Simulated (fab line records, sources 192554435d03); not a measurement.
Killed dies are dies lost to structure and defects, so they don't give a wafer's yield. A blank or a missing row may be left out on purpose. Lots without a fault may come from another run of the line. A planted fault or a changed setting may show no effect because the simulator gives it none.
A struck lot beside a sound one | flow n5_finfet | 14 steps out of a route of 1938
Sound: wafers L494.2, L494.3, L494.6. Struck: wafers L506.3, L506.6. (L506.2 of the same lot was not struck and is left out.) The cause comes at the end.
At each step with rows: each side's tool, then ch and its chambers, then its first start. Under that, the readings that differ: sound wafers | struck wafers | difference of the means | sigmas: that difference in standard deviations of wafers without a fault.
alike: readings whose means differ by less than 2 such deviations, and words and numbers that are the same on both sides. not compared: withheld readings, readings that some wafer has no value for, bounds like >300 that may hide the same value, and numbers for which the record gives no deviation and whose values overlap.
The two part at a step that has a row with sigmas, a row that says differs or no value, or rows on one side only. Numbers that don't overlap but have no deviation are shown without sigmas and don't part them. A reading that every wafer of one side lacks parts them only if that side has two wafers or more.

first, 2 steps without rows for these wafers: N5_BEOL_M5_SPUTTER_83 (material Cu, target thk 15 nm, time 27.62 s); N5_BEOL_M5_ANNEAL_84 (time 1800 s).
N5_BEOL_M5_SPUTTER_88: material Cu, target thk 15 nm, time 27.62 s.
  sound on pvd_sputter-02, day 9 01:27; struck on pvd_sputter-03, day 12 06:37
  alike: throttle_valve_pct
N5_BEOL_M5_ANNEAL_89: time 1800 s.
  sound on pvd_sputter-02, day 9 01:32; struck on pvd_sputter-03, day 12 06:41
  alike: heater_power_w
N5_BEOL_M5_SPUTTER_90: material Cu, target thk 4.5 nm, time 8.29 s.
  sound on pvd_sputter-02, day 9 02:32; struck on pvd_sputter-03, day 12 07:42
  alike: throttle_valve_pct
then, 2 steps without rows for these wafers: N5_BEOL_M5_ECD_50 (material Cu, target thk 300 nm); N5_BEOL_M5_ANNEAL_51 (time 90 s).
N5_BEOL_M5_CMP_52: polishes, stops on SiCOH lowk, t overpolish 6.9 s, target thk 62 nm.
  sound on cmp-02 ch 2,3, day 9 03:02; struck on cmp-04 ch 1,3, day 12 08:17
  reading              | sound             | struck      | difference | sigmas
  overpolish_run_s (s) | 6.929 6.908 6.900 | 6.897 6.882 | -0.023     | -3
  alike: barrier_field_endpoint_s, motor_current_A, time_to_endpoint_s
N5_BEOL_M5_THK_MEAS_53: measures by xrf.
  sound on film_metro-01, day 9 03:20; struck on film_metro-01, day 12 08:30
  alike: M5_THK
then, 1 step without rows for these wafers: N5_BEOL_M5_PRE_CLEAN_77 (time 15 s).
N5_BEOL_M5_CO_CAP_78: material Co, precursor CCTBA/H2, target thk 2 nm, time 102.1 s.
  sound on cvd_co-02 ch 1,2, day 9 03:26; struck on cvd_co-02 ch 0,1, day 12 08:34
  alike: heater_power_w
then, 1 step without rows for these wafers: N5_BEOL_M5_PRE_CLEAN_55 (time 15 s).
N5_BEOL_M5_DEP_56: deposits SiCN from 3MS/NH3, target thk 8 nm, time 14 s.
  sound on pecvd-04 ch 0,1,2, day 9 03:33; struck on pecvd-04 ch 2, day 12 08:41
  reading                                  | sound     | struck | difference | sigmas
  model.SiCN_of_BEOL_M5_DEP_56.thk_nm (nm) | 7.8 7.8 8 | 9 9.2  | +1         |
  alike: rf_fwd_power_W, showerhead_plenum_p_Torr, throttle_valve_pct
N5_BEOL_M5_RS_MEAS_57: measures by four-point-probe.
  sound on film_metro-02, day 9 03:37; struck on film_metro-01, day 12 08:46
  alike: M5_RS

WHERE THEY PART
Only at N5_BEOL_M5_CMP_52, within this record. Later steps at which nothing parts them and some readings are alike: N5_BEOL_M5_THK_MEAS_53, N5_BEOL_M5_CO_CAP_78, N5_BEOL_M5_DEP_56, N5_BEOL_M5_RS_MEAS_57.

WHY: what the simulator had put in
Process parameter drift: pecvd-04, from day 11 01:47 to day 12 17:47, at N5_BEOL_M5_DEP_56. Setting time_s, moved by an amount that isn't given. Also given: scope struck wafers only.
